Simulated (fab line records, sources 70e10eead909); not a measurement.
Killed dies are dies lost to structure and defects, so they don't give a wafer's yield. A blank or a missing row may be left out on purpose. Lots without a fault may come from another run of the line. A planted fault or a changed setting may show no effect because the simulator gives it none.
Chamber matching | flow nand_harc | NHARC_A_CHANNEL_HOLE_D1_DEP_01 on pecvd-01: 3 sister chambers
The step deposits SiON, target thk 140 nm. 20 wafers are shown with their chamber, then 10 later ones without.

WAFERS WITH THEIR CHAMBER
wafer  | chamber | heater_power_w (W)
L076.1 | 0       | 719
L076.4 | 2       | 793
L076.5 | 1       | 889
L077.3 | 1       | 780
L077.5 | 2       | 794
L077.6 | 0       | 750
L082.1 | 1       | 795
L082.3 | 0       | 631
L082.4 | 2       | 801
L084.1 | 1       | 895
L084.4 | 1       | 905
L084.6 | 0       | 744
L086.2 | 1       | 909
L086.5 | 1       | 876
L086.6 | 2       | 715
L089.3 | 0       | 723
L089.4 | 1       | 887
L089.6 | 0       | 740
L092.1 | 1       | 831
L092.4 | 1       | 845

SIGNATURES (means of the wafers above)
reading        | chamber 0 | chamber 1 | chamber 2 | scatter within a chamber
heater_power_w | 717.83    | 861.20    | 775.75    | 44.6
Rule: a wafer's distance from a chamber is the root of the sum, over the readings, of the square of ((its reading less the chamber's mean) divided by the reading's scatter). The wafer belongs to the nearest chamber; if the next one is less than 2 further off, it can't be placed. The scatter: the root of (the sum of the squares of (reading less its chamber's mean) over the shown wafers, divided by (wafers less chambers)).

WAFERS WITHOUT THEIR CHAMBER
wafer  | heater_power_w (W)
L092.5 | 762
L093.4 | 703
L093.5 | 728
L093.6 | 850
L094.2 | 857
L094.3 | 739
L094.4 | 723
L097.2 | 760
L097.4 | 755
L097.6 | 853

WHICH CHAMBER EACH WENT THROUGH
wafer  | from the rows above          | in truth
L092.5 | can't be placed: 2 or 0 or 1 | 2
L093.4 | can't be placed: 0 or 2      | 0
L093.5 | can't be placed: 0 or 2      | 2
L093.6 | can't be placed: 1 or 2      | 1
L094.2 | can't be placed: 1 or 2      | 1
L094.3 | can't be placed: 0 or 2      | 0
L094.4 | can't be placed: 0 or 2      | 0
L097.2 | can't be placed: 2 or 0 or 1 | 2
L097.4 | can't be placed: 2 or 0 or 1 | 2
L097.6 | can't be placed: 1 or 2      | 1
Placed correctly: 0 of 10. Can't be placed from these rows: 10 (the true chamber is among the candidates in 10). Placed wrongly: 0.
